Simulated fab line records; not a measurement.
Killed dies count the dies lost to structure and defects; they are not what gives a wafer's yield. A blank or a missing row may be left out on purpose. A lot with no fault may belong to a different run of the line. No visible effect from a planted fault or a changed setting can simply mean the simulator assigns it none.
A struck lot beside a sound one	flow nand-harc	14 steps out of a route of 1159
Sound: wafers L192.3, L192.4, L192.5. Struck: wafers L203.1, L203.6. (L203.2 of the same lot was not struck and is left out.) The cause comes at the end.
Order at every step that has rows: each side's tool, ch and its chambers, its first start. Under that, the readings that differ: sound wafers	struck wafers	difference of the means	sigmas: that difference in standard deviations of wafers without a fault.
alike: a reading whose means differ by less than 2 such deviations, as well as words and numbers matching on both sides. not compared: withheld readings; readings where some wafer has no value; bounds like >300 that might hide an equal value; numbers whose values overlap and for which the record gives no deviation.
The two part at a step that has a row with sigmas, a row that says differs or no value, or rows on one side only. When numbers do not overlap yet have no deviation, they are printed without sigmas and do not part them. A reading that every wafer of one side lacks parts them only if that side has two wafers or more.

first, 2 steps without rows for these wafers: NHARC_A_STAIRCASE_TRIM_189 (chemistry O2, time 211.2 s); NHARC_A_STAIRCASE_ETCH_190 (etches the open film in C4F8/O2, target depth 100 nm, time 40.5 s).
NHARC_A_STAIRCASE_TRIM_191: chemistry O2, time 211.2 s.
  sound on rie-diel-04 ch 0,2,3; struck on rie-diel-04 ch 1,3
reading	sound	struck	difference	sigmas
rf-vpp-V (V)	59.7 57.6 57.8	54.9 58.0	-1.9	-2
  alike: drypump-motor-current-A, mfc-ar-sccm, oes-product-au, showerhead-plenum-p-Torr, throttle-valve-pct
  not compared: rf-hours-counter-h
then, 1 step without rows for these wafers: NHARC_A_STAIRCASE_ETCH_192 (etches the open film in C4F8/O2, target depth 100 nm, time 40.5 s).
NHARC_A_STAIRCASE_TRIM_193: chemistry O2, time 211.2 s.
  sound on rie-diel-04 ch 0,1,3; struck on rie-diel-04 ch 1
  alike: drypump-motor-current-A, mfc-ar-sccm, oes-product-au, rf-vpp-V, showerhead-plenum-p-Torr, throttle-valve-pct
  not compared: rf-hours-counter-h
NHARC_A_STAIRCASE_ETCH_194: etches the open film in C4F8/O2, target depth 100 nm, time 40.5 s.
  sound on rie-diel-04 ch 0,3; struck on rie-diel-04 ch 1
  alike: oes-product-au, rf-fwd-power-W, rf-vpp-V
  not compared: rf-hours-counter-h
NHARC_A_STAIRCASE_TRIM_196: chemistry O2, time 211.2 s.
  sound on rie-diel-09 ch 0,3, day 11 12:11; struck on rie-diel-04 ch 0,2, day 13 23:13
  alike: drypump-motor-current-A, mfc-ar-sccm, oes-product-au, rf-vpp-V, showerhead-plenum-p-Torr, throttle-valve-pct
  not compared: rf-hours-counter-h
then, 4 steps without rows for these wafers: NHARC_A_STAIRCASE_ETCH_197 (etches the open film in C4F8/O2, target depth 100 nm, time 40.5 s); NHARC_A_STAIRCASE_TRIM_198 (chemistry O2, time 211.2 s); NHARC_A_STAIRCASE_ETCH_199 (etches the open film in C4F8/O2, target depth 100 nm, time 40.5 s); NHARC_A_STAIRCASE_TRIM_200 (chemistry O2, time 211.2 s).
NHARC_A_STAIRCASE_ETCH_201: etches the open film in C4F8/O2, target depth 100 nm, time 40.5 s.
  sound on rie-diel-09 ch 0,1,2, day 11 12:51; struck on rie-diel-04 ch 3, day 13 23:58
reading	sound	struck	difference	sigmas
oes-product-au (a.u.)	0.936 0.956 0.960	0.797 0.803	-0.151	-10
  alike: rf-fwd-power-W, rf-vpp-V
  not compared: rf-hours-counter-h
NHARC_A_STAIRCASE_TRIM_202: chemistry O2, time 211.2 s.
  sound on rie-diel-09 ch 1,3; struck on rie-diel-04 ch 1
reading	sound	struck	difference	sigmas
drypump-motor-current-A (A)	6.8 5.8 6.8	5.2 5.2	-1.3	-3
  alike: mfc-ar-sccm, oes-product-au, rf-vpp-V, showerhead-plenum-p-Torr, throttle-valve-pct
  not compared: rf-hours-counter-h
-- jump in the record: it breaks off in module A_STAIRCASE and resumes in module END (first step shown: number 1159 of the route), and 8 days separate the struck wafers' starts before and after --
NHARC_END_SORT_01:
  only the struck wafers appear in the record here, on prober-01 ch 0 at day 22 01:45; the sound ones have no rows

== WHERE THEY PART ==
First at NHARC_A_STAIRCASE_TRIM_191; last, within this record, at NHARC_END_SORT_01.

WHY: what the simulator had put in
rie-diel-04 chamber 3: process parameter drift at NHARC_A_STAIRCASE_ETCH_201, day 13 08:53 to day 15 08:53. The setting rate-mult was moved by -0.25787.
